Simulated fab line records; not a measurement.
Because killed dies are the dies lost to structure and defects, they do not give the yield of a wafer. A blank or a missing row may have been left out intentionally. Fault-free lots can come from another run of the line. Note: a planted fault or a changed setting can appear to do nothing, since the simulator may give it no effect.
Chamber matching :: flow n5_finfet :: rie_diel-06 running N5_MOL_CONTACT_COAG_ETCH_106: 4 sister chambers
The step etches SOC in N2/H2, target depth 80 nm, overetch 16 nm, time 120 s. 18 wafers are shown with their chamber, then 9 later ones without.

WAFERS, EACH WITH ITS CHAMBER
wafer: L075.4
chamber: 0
drypump_motor_current_A (A): 4.9
showerhead_plenum_p_Torr (Torr): 2.43
oes_product_au (a.u.): 0.65

wafer: L075.5
chamber: 3
drypump_motor_current_A (A): 6.5
showerhead_plenum_p_Torr (Torr): 2.67
oes_product_au (a.u.): 0.69

wafer: L075.6
chamber: 1
drypump_motor_current_A (A): 5.9
showerhead_plenum_p_Torr (Torr): 2.39
oes_product_au (a.u.): 0.63

wafer: L080.3
chamber: 3
drypump_motor_current_A (A): 6.5
showerhead_plenum_p_Torr (Torr): 2.67
oes_product_au (a.u.): 0.68

wafer: L080.4
chamber: 1
drypump_motor_current_A (A): 5.9
showerhead_plenum_p_Torr (Torr): 2.38
oes_product_au (a.u.): 0.62

wafer: L080.5
chamber: 3
drypump_motor_current_A (A): 6.4
showerhead_plenum_p_Torr (Torr): 2.67
oes_product_au (a.u.): 0.68

wafer: L081.2
chamber: 1
drypump_motor_current_A (A): 5.9
showerhead_plenum_p_Torr (Torr): 2.38
oes_product_au (a.u.): 0.62

wafer: L081.3
chamber: 0
drypump_motor_current_A (A): 4.9
showerhead_plenum_p_Torr (Torr): 2.43
oes_product_au (a.u.): 0.64

wafer: L081.5
chamber: 3
drypump_motor_current_A (A): 6.5
showerhead_plenum_p_Torr (Torr): 2.67
oes_product_au (a.u.): 0.67

wafer: L082.3
chamber: 3
drypump_motor_current_A (A): 6.5
showerhead_plenum_p_Torr (Torr): 2.66
oes_product_au (a.u.): 0.67

wafer: L082.4
chamber: 0
drypump_motor_current_A (A): 4.9
showerhead_plenum_p_Torr (Torr): 2.43
oes_product_au (a.u.): 0.64

wafer: L082.5
chamber: 3
drypump_motor_current_A (A): 6.4
showerhead_plenum_p_Torr (Torr): 2.67
oes_product_au (a.u.): 0.68

wafer: L083.2
chamber: 1
drypump_motor_current_A (A): 5.9
showerhead_plenum_p_Torr (Torr): 2.38
oes_product_au (a.u.): 0.61

wafer: L083.5
chamber: 1
drypump_motor_current_A (A): 5.9
showerhead_plenum_p_Torr (Torr): 2.38
oes_product_au (a.u.): 0.61

wafer: L083.6
chamber: 0
drypump_motor_current_A (A): 4.9
showerhead_plenum_p_Torr (Torr): 2.43
oes_product_au (a.u.): 0.64

wafer: L084.2
chamber: 1
drypump_motor_current_A (A): 5.9
showerhead_plenum_p_Torr (Torr): 2.38
oes_product_au (a.u.): 0.61

wafer: L084.3
chamber: 2
drypump_motor_current_A (A): 6.2
showerhead_plenum_p_Torr (Torr): 2.49
oes_product_au (a.u.): 0.83

wafer: L084.6
chamber: 0
drypump_motor_current_A (A): 4.9
showerhead_plenum_p_Torr (Torr): 2.42
oes_product_au (a.u.): 0.64

SIGNATURES (means of the wafers above)
reading: drypump_motor_current_A
chamber 0: 4.900
chamber 1: 5.900
chamber 2: 6.200
chamber 3: 6.467
scatter within a chamber: 0.0309

reading: showerhead_plenum_p_Torr
chamber 0: 2.4280
chamber 1: 2.3817
chamber 2: 2.4900
chamber 3: 2.6683
scatter within a chamber: 0.0042

reading: oes_product_au
chamber 0: 0.6420
chamber 1: 0.6167
chamber 2: 0.8300
chamber 3: 0.6783
scatter within a chamber: 0.00705
Rule: a wafer lies at a distance from a chamber equal to the root of the sum of squares, over the readings, of (its reading less the chamber's mean, divided by the reading's scatter). If the next closest chamber is less than 2 further off than the closest, the wafer can't be placed; otherwise it belongs to the closest. The scatter is the square root of a quotient: the sum, over the shown wafers, of each reading's squared deviation from its chamber's mean, divided by wafers minus chambers.

WAFERS MISSING THEIR CHAMBER
wafer: L087.1
drypump_motor_current_A (A): 4.9
showerhead_plenum_p_Torr (Torr): 2.42
oes_product_au (a.u.): 0.63

wafer: L087.5
drypump_motor_current_A (A): 4.9
showerhead_plenum_p_Torr (Torr): 2.42
oes_product_au (a.u.): 0.63

wafer: L087.6
drypump_motor_current_A (A): 6.3
showerhead_plenum_p_Torr (Torr): 2.49
oes_product_au (a.u.): 0.82

wafer: L093.3
drypump_motor_current_A (A): 4.9
showerhead_plenum_p_Torr (Torr): 2.42
oes_product_au (a.u.): 0.62

wafer: L093.4
drypump_motor_current_A (A): 6.4
showerhead_plenum_p_Torr (Torr): 2.65
oes_product_au (a.u.): 0.65

wafer: L093.6
drypump_motor_current_A (A): 5.9
showerhead_plenum_p_Torr (Torr): 2.69
oes_product_au (a.u.): 0.85

wafer: L097.3
drypump_motor_current_A (A): 6.3
showerhead_plenum_p_Torr (Torr): 2.48
oes_product_au (a.u.): 0.78

wafer: L097.5
drypump_motor_current_A (A): 6.4
showerhead_plenum_p_Torr (Torr): 2.65
oes_product_au (a.u.): 0.64

wafer: L097.6
drypump_motor_current_A (A): 4.9
showerhead_plenum_p_Torr (Torr): 2.41
oes_product_au (a.u.): 0.62

THE CHAMBER EACH PASSED THROUGH
wafer: L087.1
from the rows above: 0
in truth: 0

wafer: L087.5
from the rows above: 0
in truth: 0

wafer: L087.6
from the rows above: 2
in truth: 2

wafer: L093.3
from the rows above: 0
in truth: 0

wafer: L093.4
from the rows above: 3
in truth: 3

wafer: L093.6
from the rows above: 3
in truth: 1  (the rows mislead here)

wafer: L097.3
from the rows above: 2
in truth: 2

wafer: L097.5
from the rows above: 3
in truth: 3

wafer: L097.6
from the rows above: 0
in truth: 0
8 of 9 placed correctly. Left unplaced by these rows: 0. Wrongly placed: 1.
